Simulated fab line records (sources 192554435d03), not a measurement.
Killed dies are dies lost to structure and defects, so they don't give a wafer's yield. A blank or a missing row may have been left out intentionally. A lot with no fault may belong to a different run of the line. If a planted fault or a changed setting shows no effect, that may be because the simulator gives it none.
Comparing a struck lot with a sound one | flow n5Finfet | 23 steps out of a route of 1938
Sound: wafers L696.1, L696.4, L696.6. Struck: wafers L693.2, L693.3, L693.4. At the end, the cause is stated.
At each step with rows: each side's tool, then ch and its chambers, then its first start. Under that, the readings that differ: sound wafers | struck wafers | difference of the means | sigmas: that difference in standard deviations of wafers without a fault.
alike: readings whose means differ by less than 2 such deviations, and words and numbers that are the same on both sides. not compared: withheld readings, readings that some wafer has no value for, bounds like >300 that may hide the same value, and numbers for which the record gives no deviation and whose values overlap.
A row with sigmas, a row that says differs or no value, or rows on one side alone: a step with any of these is where the two part. When numbers do not overlap yet have no deviation, they are printed without sigmas and do not part them. Lack of a reading on every wafer of one side parts them only where that side has two or more wafers.

first, 8 steps without rows for these wafers: N5_BEOL_M6_ANNEAL_51 (time 90 s); N5_BEOL_M6_CMP_52 (polishes, stops on SiCOH lowk, t overpolish 6.9 s, target thk 80 nm); N5_BEOL_M6_PRE_CLEAN_55 (time 15 s); N5_BEOL_M6_DEP_56 (deposits SiCN from 3MS/NH3, target thk 10 nm, time 17.5 s); N5_BEOL_M7_ILD_DEP_00 (deposits SiCOH lowk from DEMS/porogen, target thk 179.75 nm, time 33.4 s); N5_BEOL_M7_CURE_74 (cures SiCOH lowk, time 240 s); N5_BEOL_M7_PECVD_70 (deposits SiO2 from TEOS/O2, target thk 20 nm, time 22.7 s); N5_BEOL_M7_HM_DEP_02 (deposits TiN, target thk 20 nm).
N5_BEOL_M7_COAT_59: time 60 s, resist thk 100 nm.
  sound on lithoTrack-03 ch 0, day 15 22:25; struck on lithoTrack-04 ch 0, day 14 15:50
reading                                 | sound                | struck               | difference | sigmas
spinSpeedRpm (rpm)                      | 1498.7 1499.5 1499.5 | 1411.6 1410.6 1410.0 | -88.5      | -80
model.SOC_of_BEOL_M7_COAT_59.thkNm (nm) | 100 99.8 99.8        | 103.4 103.4 103.2    | +3.5       | 
then, 9 steps without rows for these wafers: N5_BEOL_M7_COAT_60 (time 60 s, resist thk 35 nm); N5_BEOL_M7_COAT_05 (resist thk 90 nm); N5_BEOL_M7_EBR_07; N5_BEOL_M7_SOFTBAKE_06 (time 60 s); N5_BEOL_M7_EXPOSE_08 (exposes mask M7); N5_BEOL_M7_PEB_09 (peb time 60 s); N5_BEOL_M7_DEVELOP_10 (develop time 30 s); N5_BEOL_M7_DESCUM_16 (chemistry O2, time 7.9 s); N5_BEOL_M7_ETCH_61 (etches SiARC in CF4, target depth 45.5 nm, time 75.8 s).
N5_BEOL_M7_ETCH_62: etches SOC in N2/H2, target depth 110 nm, overetch 22 nm, time 165 s.
  sound on rieDiel-04 ch 0,1,2, day 15 22:50; struck on rieDiel-04 ch 0,1,2, day 14 16:16
reading                 | sound             | struck            | difference | sigmas
model.etch.depthNm (nm) | 99.91 99.77 99.81 | 103.4 103.4 103.2 | +3.5       | 
  alike: chamberPressureMTorr, drypumpMotorCurrentA, h2FlowSccm, oesProductAu, rfVppV, showerheadPlenumPTorr, throttleValvePct
  not compared: rfHoursCounterH
then, 2 steps without rows for these wafers: N5_BEOL_M7_STRIP_68 (strips in N2/H2); N5_BEOL_M7_STRIP_67 (strips in CF4).
N5_BEOL_M7_HM_OPEN_17: chemistry Cl2/BCl3, target TiN, target depth 20 nm, overetch 6 nm.
  sound on rieMetal-03 ch 0,1, day 15 23:02; struck on rieMetal-03 ch 0,1, day 14 16:26
reading                                 | sound        | struck       | difference | sigmas
model.SOC_of_BEOL_M7_COAT_59.thkNm (nm) | 91.8 91.6 92 | 95.4 95.6 95 | +3.5       | 
  alike: chamberPressureMTorr, drypumpMotorCurrentA, oes_ar_750_au, oesProductAu, throttleValvePct
  not compared: rfHoursCounterH
then, 1 step without rows for these wafers: N5_BEOL_M7_STRIP_19 (strips in O2).

## WHERE THEY PART
N5_BEOL_M7_COAT_59 only, going by this record. Later steps at which nothing parts them and some readings are alike: N5_BEOL_M7_ETCH_62, N5_BEOL_M7_HM_OPEN_17.

WHY: the cause the simulator had injected
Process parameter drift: lithoTrack-04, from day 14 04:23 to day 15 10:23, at N5_BEOL_M7_COAT_59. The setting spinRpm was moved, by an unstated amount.
